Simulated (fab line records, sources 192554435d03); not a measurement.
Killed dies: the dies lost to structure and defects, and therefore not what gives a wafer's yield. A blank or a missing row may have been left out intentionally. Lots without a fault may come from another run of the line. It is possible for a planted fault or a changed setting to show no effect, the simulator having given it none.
Which tool is to blame? | flow n5_finfet | 36 wafers sampled from 12 lots at 1 step of a route of 1938

== WHAT THE GAUGES READ, wafer by wafer ==
N5_BEOL_M4_CD_MEAS_35: target cd 18 nm, target cd y 22.4 nm.
lot  | measured     | on        | cd_nm (nm)
L076 | day 7 19:59  | cd_sem-03 | 18.2 17.6 18.3
L077 | day 8 20:48  | cd_sem-02 | 18.3 18.2 18.4
L078 | day 9 02:55  | cd_sem-02 | 17.9 18.4 18.6
L080 | day 9 06:17  | cd_sem-02 | 17.7 17.6 17.9
L083 | day 9 18:46  | cd_sem-03 | 18.2 17.7 18.1
L085 | day 10 11:13 | cd_sem-01 | 18.2 17.8 17.7
L088 | day 10 23:58 | cd_sem-01 | 17.5 17.1 17.4
L089 | day 11 17:59 | cd_sem-01 | 18.0 18.1 18.1
L091 | day 11 20:08 | cd_sem-03 | 17.9 17.4 18.0
L093 | day 12 05:35 | cd_sem-02 | 17.9 18.0 17.6
L095 | day 12 22:40 | cd_sem-02 | 17.7 18.2 17.6
L097 | day 13 18:37 | cd_sem-01 | 18.1 17.9 17.8

== EACH LOT AND THE TOOL THAT RAN IT (in order: tool; ch and the chambers of the sampled wafers; start) ==
Before these readings, the record contains no process step.

== THE ANSWER, worked out from the rows above alone ==
Rule: usual is defined by the lots themselves. The widest of any qualifying gaps counts: lots, ordered by their means at a reading, are off when they make up no more than a third of the lots, leave a main group of 4 or more, and stand apart from it by 3 or more times the standard deviation of that group's means. A main group is skipped when, at the precision printed for the reading in the tables above, its means are all equal. A lot without any number at a reading at which 4 lots or more have one is off too. The other lots that the step has rows for count as sound.
No lot is off on any of the readings shown, so nothing can be concluded from this.

== WHAT THE SIMULATOR HAD INSERTED ==
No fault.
